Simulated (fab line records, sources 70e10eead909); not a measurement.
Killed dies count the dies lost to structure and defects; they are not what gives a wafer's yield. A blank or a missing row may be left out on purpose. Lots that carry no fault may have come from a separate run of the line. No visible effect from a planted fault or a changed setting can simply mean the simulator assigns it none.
Matching of chambers -- flow nandHarc -- cmp-04 running NHARC_THIN_TSV_CMP_01: 4 sister chambers
The step polishes. 15 wafers are shown with their chamber, then 7 later ones without.

## WAFERS PAIRED WITH THEIR CHAMBERS
wafer,chamber,motorCurrentA (A),slurryFlowMlMin
L895.1,2,13.1,150.3
L895.4,1,11.9,150.2
L895.5,0,12.3,150.3
L897.3,2,12.6,150.1
L897.4,0,12.2,149.7
L897.5,1,11.0,150.3
L899.1,0,12.0,149.9
L899.2,1,11.7,150.4
L899.6,3,12.6,150.1
L902.2,3,12.4,149.5
L902.5,2,13.0,149.6
L901.1,2,12.7,149.6
L901.2,0,12.5,150.2
L911.1,2,12.9,149.8
L911.2,0,12.5,150.0

SIGNATURES, as means of the wafers listed above
reading,chamber 0,chamber 1,chamber 2,chamber 3,scatter within a chamber
motorCurrentA,12.300,11.533,12.860,12.500,0.273
slurryFlowMlMin,150.020,150.300,149.880,149.800,0.272
Rule: for each reading, subtract the chamber's mean from the wafer's reading, divide by that reading's scatter and square the result; add these up over the readings and take the root, which gives the wafer's distance from the chamber. If the next closest chamber is less than 2 further off than the closest, the wafer can't be placed; otherwise it belongs to the closest. The scatter is the square root of a quotient: the sum, over the shown wafers, of each reading's squared deviation from its chamber's mean, divided by wafers minus chambers.

## WAFERS WHOSE CHAMBER IS MISSING
wafer,motorCurrentA (A),slurryFlowMlMin
L911.3,10.6,150.3
L916.2,11.9,150.6
L916.4,12.0,150.5
L916.6,12.5,150.6
L918.1,11.1,150.2
L918.2,13.0,150.1
L918.3,12.2,149.1

## CHAMBER TAKEN BY EACH
wafer,from the rows above,in truth
L911.3,1,1
L916.2,can't be placed: 1 or 0 or 3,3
L916.4,can't be placed: 1 or 0 or 3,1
L916.6,can't be placed: 0 or 3 or 2 or 1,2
L918.1,1,1
L918.2,can't be placed: 2 or 3 or 0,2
L918.3,can't be placed: 3 or 0 or 2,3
2 of 7 placed correctly. From these rows, 5 cannot be placed; in 5 the true chamber is one of the candidates. Wrongly placed: 0.
